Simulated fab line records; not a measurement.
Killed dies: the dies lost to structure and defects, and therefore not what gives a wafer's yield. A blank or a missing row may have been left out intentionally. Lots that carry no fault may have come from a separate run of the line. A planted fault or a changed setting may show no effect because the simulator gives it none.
Chamber matching | flow nand-harc | rie-diel-01 running NHARC_A_CONTACT_ETCH_96: 4 sister chambers
The step etches the open film in C4F6/O2, target depth 20 nm, time 10 s. 8 wafers are shown with their chamber, then 8 later ones without.

WAFERS WITH THEIR CHAMBER
wafer  | chamber | showerhead-plenum-p-Torr (Torr) | drypump-motor-current-A (A)
L235.1 | 2       | 4.06                            | 5.8
L239.4 | 0       | 3.90                            | 6.5
L239.5 | 0       | 3.90                            | 6.5
L239.6 | 1       | 3.98                            | 5.3
L241.1 | 3       | 3.74                            | 5.5
L241.2 | 1       | 3.98                            | 5.3
L241.4 | 2       | 4.06                            | 5.9
L247.1 | 3       | 3.73                            | 5.5

WAFERS WITHOUT THEIR CHAMBER
wafer  | showerhead-plenum-p-Torr (Torr) | drypump-motor-current-A (A)
L247.4 | 3.97                            | 5.3
L247.5 | 3.89                            | 6.5
L249.1 | 3.89                            | 6.5
L249.5 | 4.05                            | 5.8
L249.6 | 3.73                            | 5.5
L254.1 | 3.72                            | 5.5
L254.2 | 4.04                            | 5.9
L254.5 | 3.89                            | 6.5

CHAMBER TAKEN BY EACH
wafer  | from the rows above | in truth
L247.4 | 1                   | 1
L247.5 | 0                   | 0
L249.1 | 0                   | 0
L249.5 | 2                   | 2
L249.6 | 3                   | 3
L254.1 | 3                   | 3
L254.2 | 2                   | 2
L254.5 | 0                   | 0
Correctly placed: 8 of 8. Not placeable from these rows: 0. Placed wrongly: 0.
How it was worked out, from the rows above alone: a wafer's distance from a chamber is the root of the sum, over the readings, of the square of ((its reading less the chamber's mean) divided by the reading's scatter). The wafer belongs to the nearest chamber; if the next one is less than 2 further off, it can't be placed. Each chamber's mean is taken over the wafers shown for it. The scatter: take each reading less its chamber's mean, square it, sum over the shown wafers, divide by the number of wafers less the number of chambers, and take the root.
